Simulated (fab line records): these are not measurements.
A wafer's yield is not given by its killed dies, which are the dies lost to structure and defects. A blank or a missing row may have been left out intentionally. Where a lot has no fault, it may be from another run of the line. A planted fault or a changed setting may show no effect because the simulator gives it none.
Comparing a struck lot with a sound one + flow n5 finfet + 16 steps out of a route of 1938
Sound: these wafers, L239.1, L239.2, L239.3. Struck: wafer L247.4. (L247.1, L247.6 of the same lot were not struck and are left out.) The cause comes at the end.
At each step with rows: each side's tool, then ch and its chambers, then its first start. Under that, the readings that differ: sound wafers + struck wafers + difference of the means + sigmas: that difference in standard deviations of wafers without a fault.
alike: a reading whose means differ by less than 2 such deviations, as well as words and numbers matching on both sides. not compared: withheld readings; readings where some wafer has no value; bounds like >300 that might hide an equal value; numbers whose values overlap and for which the record gives no deviation.
A row with sigmas, a row that says differs or no value, or rows on one side alone: a step with any of these is where the two part. Numbers that have no deviation but don't overlap get no sigmas and don't part them. Lack of a reading on every wafer of one side parts them only where that side has two or more wafers.

first, 2 steps without rows for these wafers: N5_BEOL_M0_SAQP_SRD_93 (time 30 s); N5_BEOL_M0_SAQP_RECESS_114 (chemistry HF/NH3, target SiO2, target depth 14.4 nm, afs cycles 3, sublimation time 60 s).
N5_BEOL_M0_SAQP_SPACER1_ALD_98: deposits SiO2, target thk 12.8 nm, pulse time 1 s, purge time 2 s.
  sound on ald sin-02 ch 0,2,3, day 6 09:14; struck on ald sin-02 ch 1, day 8 09:21
  alike: heater power w, precursor pulse height rel
then, 2 steps without rows for these wafers: N5_BEOL_M0_SAQP_SPACER1_ETCHBACK_99 (etches SiO2 in CHF3/O2, target depth 15.4 nm, time 7.7 s); N5_BEOL_M0_SAQP_MANDREL1_REMOVE_100 (chemistry HBr/Cl2/O2, target a-Si, stops on SiNx, bt time 10 s).
N5_BEOL_M0_SAQP_CD_MEAS_25: target cd 13.1 nm.
  sound on cd sem-02 ch 0, day 6 09:55; struck on cd sem-02 ch 0, day 8 10:01
  alike: cd nm
N5_BEOL_M0_SAQP_ETCH_101: etches SiNx in CH3F/O2, target depth 29.9 nm, time 42.7 s.
  sound on rie diel-05 ch 1,2,3, day 6 09:57; struck on rie diel-05 ch 1, day 8 10:04
| reading                | sound     | struck | difference | sigmas |
|------------------------|-----------|--------|------------|--------|
| rf hours counter h (h) | 30 183 74 | 197    | +101       |        |
  alike: bias w, drypump motor current A, oes product au, rf vpp V, showerhead plenum p Torr, throttle valve pct
then, 1 step without rows for these wafers: N5_BEOL_M0_SAQP_ETCH_102 (etches SiO2 in CF4, target depth 4 nm, time 4.4 s).
N5_BEOL_M0_SAQP_MANDREL_ETCH_103: etches a-Si in HBr/Cl2, stops on SiCN, target depth 45 nm, bt time 10 s, time 27 s.
  sound on rie si-04 ch 0,1,3, day 6 10:05; struck on rie si-04 ch 3, day 8 10:12
| reading                | sound    | struck | difference | sigmas |
|------------------------|----------|--------|------------|--------|
| rf hours counter h (h) | 66 165 6 | 166    | +87        |        |
  alike: bias w, drypump motor current A, oes product au, throttle valve pct
N5_BEOL_M0_SAQP_RECESS_104: chemistry HF/NH3, target SiO2, target depth 18 nm, afs cycles 3, sublimation time 60 s.
  sound on vapor etch-01 ch 0,1, day 6 10:10; struck on vapor etch-01 ch 1, day 8 10:17
  alike: drypump motor current A, sublimation temp c
then, 1 step without rows for these wafers: N5_BEOL_M0_SAQP_COAT_105 (time 60 s, resist thk 100 nm).
N5_BEOL_M0_SAQP_ETCH_106: etches SOC in N2/H2, stops on SiNx, target depth 150 nm.
  sound on rie diel-04 ch 0,1,2, day 6 10:37; struck on rie diel-04 ch 2, day 8 10:44
| reading    | sound             | struck | difference | sigmas |
|------------|-------------------|--------|------------|--------|
| bias w (W) | 61.17 61.27 60.95 | 60.69  | -0.44      | -2     |
  alike: drypump motor current A, h2 flow sccm, oes product au, rf vpp V, showerhead plenum p Torr, throttle valve pct
  not compared: rf hours counter h
N5_BEOL_M0_SAQP_ETCH_107: etches SiNx in CH3F/O2, target depth 30 nm.
  sound on rie diel-04 ch 0,1,2, day 6 10:41; struck on rie diel-04 ch 2, day 8 10:47
| reading      | sound             | struck | difference | sigmas |
|--------------|-------------------|--------|------------|--------|
| bias w (W)   | 72.91 72.85 72.95 | 77.84  | +4.94      | +22    |
| rf vpp V (V) | 308 294 296       | 323    | +24        | +5     |
  alike: drypump motor current A, oes product au, showerhead plenum p Torr, throttle valve pct
  not compared: rf hours counter h
then, 1 step without rows for these wafers: N5_BEOL_M0_SAQP_STRIP_108 (strips in N2/H2).
-- the record jumps here: 3 days lie between the struck wafers' starts before and after (it left off in module BEOL_M0_SAQP and takes up again in module BEOL_M4, whose first step shown is number 1111 of the route) --
N5_BEOL_M4_RC_MEAS_101:
  sound on prober-02 ch 0, day 9 11:38; struck on prober-02 ch 0, day 11 11:38
| reading        | sound             | struck | difference | sigmas |
|----------------|-------------------|--------|------------|--------|
| DIBL_P (mV/V)  | 31.6 32.4 36.5    | 37.2   | +3.7       | +2     |
| IOFF_N (nA/um) | 0.120 0.126 0.160 | 0.200  | +0.065     | +2     |
| SS_N (mV/dec)  | 70.5 71.2 70.9    | 72.2   | +1.3       | +2     |
| SS_P (mV/dec)  | 72.3 72.0 74.0    | 73.9   | +1.1       | +2     |
  alike: DIBL_N, IOFF_P, ION_N, ION_P, VT_N, VT_P
N5_PASSIVATION_PROBE_49:
  the record has rows for the sound wafers here (prober-02, day 14 04:13) and none for the struck ones

WHERE THEY PART
First at N5_BEOL_M0_SAQP_ETCH_106; last, within this record, at N5_PASSIVATION_PROBE_49.

WHY: the cause the simulator had injected
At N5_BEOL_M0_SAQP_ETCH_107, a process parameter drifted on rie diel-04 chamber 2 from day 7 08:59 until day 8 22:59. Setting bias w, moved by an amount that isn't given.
